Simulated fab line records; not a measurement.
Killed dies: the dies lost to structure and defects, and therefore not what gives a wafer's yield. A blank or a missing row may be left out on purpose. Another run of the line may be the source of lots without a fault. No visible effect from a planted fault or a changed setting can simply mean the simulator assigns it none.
Chamber matching || flow n5-finfet || N5_BEOL_M15_STRIP_63 on rie-diel-02: 4 sister chambers
The step strips in O2. 4 wafers are shown with their chamber, then 8 later ones without.

== EACH WAFER AND ITS CHAMBER ==
{"wafer": "L207.5", "chamber": 0, "throttle-valve-pct (%)": 17.0}
{"wafer": "L210.6", "chamber": 2, "throttle-valve-pct (%)": 16.1}
{"wafer": "L211.5", "chamber": 3, "throttle-valve-pct (%)": 17.1}
{"wafer": "L223.3", "chamber": 1, "throttle-valve-pct (%)": 16.5}

== WAFERS WITH NO CHAMBER GIVEN ==
{"wafer": "L223.4", "throttle-valve-pct (%)": 17.1}
{"wafer": "L223.5", "throttle-valve-pct (%)": 17.1}
{"wafer": "L225.1", "throttle-valve-pct (%)": 17.1}
{"wafer": "L225.5", "throttle-valve-pct (%)": 17.1}
{"wafer": "L225.6", "throttle-valve-pct (%)": 16.1}
{"wafer": "L226.1", "throttle-valve-pct (%)": 17.1}
{"wafer": "L226.2", "throttle-valve-pct (%)": 16.2}
{"wafer": "L226.3", "throttle-valve-pct (%)": 16.5}

== EACH ONE'S CHAMBER ==
{"wafer": "L223.4", "from the rows above": 3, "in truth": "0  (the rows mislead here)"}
{"wafer": "L223.5", "from the rows above": 3, "in truth": 3}
{"wafer": "L225.1", "from the rows above": 3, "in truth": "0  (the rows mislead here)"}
{"wafer": "L225.5", "from the rows above": 3, "in truth": 3}
{"wafer": "L225.6", "from the rows above": 2, "in truth": 2}
{"wafer": "L226.1", "from the rows above": 3, "in truth": 3}
{"wafer": "L226.2", "from the rows above": 2, "in truth": 2}
{"wafer": "L226.3", "from the rows above": 1, "in truth": 1}
6 of 8 placed correctly. Left unplaced by these rows: 0. Placed wrongly: 2.
How it was worked out, from the rows above alone: a wafer's distance from a chamber is the root of the sum, over the readings, of the square of ((its reading less the chamber's mean) divided by the reading's scatter). If the next closest chamber is less than 2 further off than the closest, the wafer can't be placed; otherwise it belongs to the closest. The mean given for a chamber averages the wafers shown for that chamber. The scatter: with one shown wafer a chamber, the root of the mean of the squares of how far each hidden wafer lies from its nearest shown one.
